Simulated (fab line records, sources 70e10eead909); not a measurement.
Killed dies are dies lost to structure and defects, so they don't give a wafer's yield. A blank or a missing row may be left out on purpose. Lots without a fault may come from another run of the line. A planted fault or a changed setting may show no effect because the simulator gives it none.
Tool commonality check | flow nand_harc | 11 lots, 39 wafers sampled

WHY IT WAS OPENED
At NHARC_A_CHANNEL_HOLE_D2_INSPECT_40 the reading raw_defect_count is flagged on 2 of 11 lots. Wafers without a fault read 296, standard deviation 78.
Rule: a lot is flagged when every wafer of it that has a number lies more than 4 standard deviations from that mean, or none has a number. The other lots count as sound.

lot  | measured     | on                | raw_defect_count, wafer by wafer | flag
L830 | day 13 06:11 | defect_inspect-02 | 301 275 350                      |
L829 | day 14 06:53 | defect_inspect-02 | 258 218 267                      |
L834 | day 15 04:56 | defect_inspect-02 | 308 411 352                      |
L835 | day 15 20:06 | defect_inspect-01 | 228 200 286                      |
L839 | day 18 00:04 | defect_inspect-01 | 316 432 275                      |
L840 | day 18 10:16 | defect_inspect-01 | 389 297 251                      |
L846 | day 20 20:31 | defect_inspect-01 | 1181 1138 1128 1174 1129 1126    | FLAGGED
L845 | day 20 20:41 | defect_inspect-02 | 299 285 356                      |
L847 | day 21 00:38 | defect_inspect-01 | 1058 1036 1031 1041 1035 1030    | FLAGGED
L850 | day 22 06:52 | defect_inspect-01 | 235 310 236                      |
L851 | day 22 15:50 | defect_inspect-02 | 199 286 240                      |
The numbers of the flagged lots are 1092 on average: +796 against the usual, or +10 standard deviations.

WHICH TOOL RAN EACH LOT
The record holds 1 process step before the reading, out of a route of 1302 steps. In each cell: the tool, then ch and the chambers that the sampled wafers went through, then the start.
lot  | flag    | NHARC_A_CHANNEL_HOLE_D2_ETCH_27
L830 |         | har_etch-02 ch 0,1, day 13 04:31
L829 |         | har_etch-01 ch 0,1, day 14 05:13
L834 |         | har_etch-02 ch 0,1, day 15 03:12
L835 |         | har_etch-01 ch 0, day 15 18:24
L839 |         | har_etch-01 ch 0,1, day 17 22:25
L840 |         | har_etch-02 ch 0,1, day 18 08:32
L846 | FLAGGED | har_etch-02 ch 0,1, day 20 18:50
L845 |         | har_etch-01 ch 0,1, day 20 19:00
L847 | FLAGGED | har_etch-02 ch 0,1, day 20 22:55
L850 |         | har_etch-01 ch 0,1, day 22 05:07
L851 |         | har_etch-01 ch 0,1, day 22 14:06
What these steps do:
- NHARC_A_CHANNEL_HOLE_D2_ETCH_27: etches the open film in C4F8/O2/Ar, time 90 s, target depth 400 nm.
- NHARC_A_CHANNEL_HOLE_D2_INSPECT_40

FLAGGED OVER TOTAL, TOOL BY TOOL (the gauges that took the reading come last)
step                               | tool              | lots run | flagged | share of the flagged lots | sound lots run after its first flagged lot
NHARC_A_CHANNEL_HOLE_D2_ETCH_27    | har_etch-01       | 6        | 0       | none                      | -
NHARC_A_CHANNEL_HOLE_D2_ETCH_27    | har_etch-02       | 5        | 2       | all                       | 0
NHARC_A_CHANNEL_HOLE_D2_INSPECT_40 | defect_inspect-01 | 6        | 2       | all                       | 1 (L850)
NHARC_A_CHANNEL_HOLE_D2_INSPECT_40 | defect_inspect-02 | 5        | 0       | none                      | -

WHAT THE TABLE ALLOWS
2 rows of the table ran every flagged lot: har_etch-02 at NHARC_A_CHANNEL_HOLE_D2_ETCH_27, defect_inspect-01 at NHARC_A_CHANNEL_HOLE_D2_INSPECT_40.
- har_etch-02 at NHARC_A_CHANNEL_HOLE_D2_ETCH_27: 2 of its 5 lots flagged. Its last sound lot is L840 (day 18 08:32), its first flagged lot L846 (day 20 18:50): a fault that began between those two fits.
- defect_inspect-01 at NHARC_A_CHANNEL_HOLE_D2_INSPECT_40: 2 of its 6 lots flagged. Sound lots ran on it after the first flagged one (L850), which a lasting fault on the whole tool wouldn't allow.
One tool is left: har_etch-02 at NHARC_A_CHANNEL_HOLE_D2_ETCH_27.

WHAT THE SIMULATOR HAD PUT IN
Chamber particle source: har_etch-02, from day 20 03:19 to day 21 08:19, at NHARC_A_CHANNEL_HOLE_D2_ETCH_27. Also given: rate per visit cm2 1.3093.
Lots struck among those shown: L846, L847. The rule above found the same.
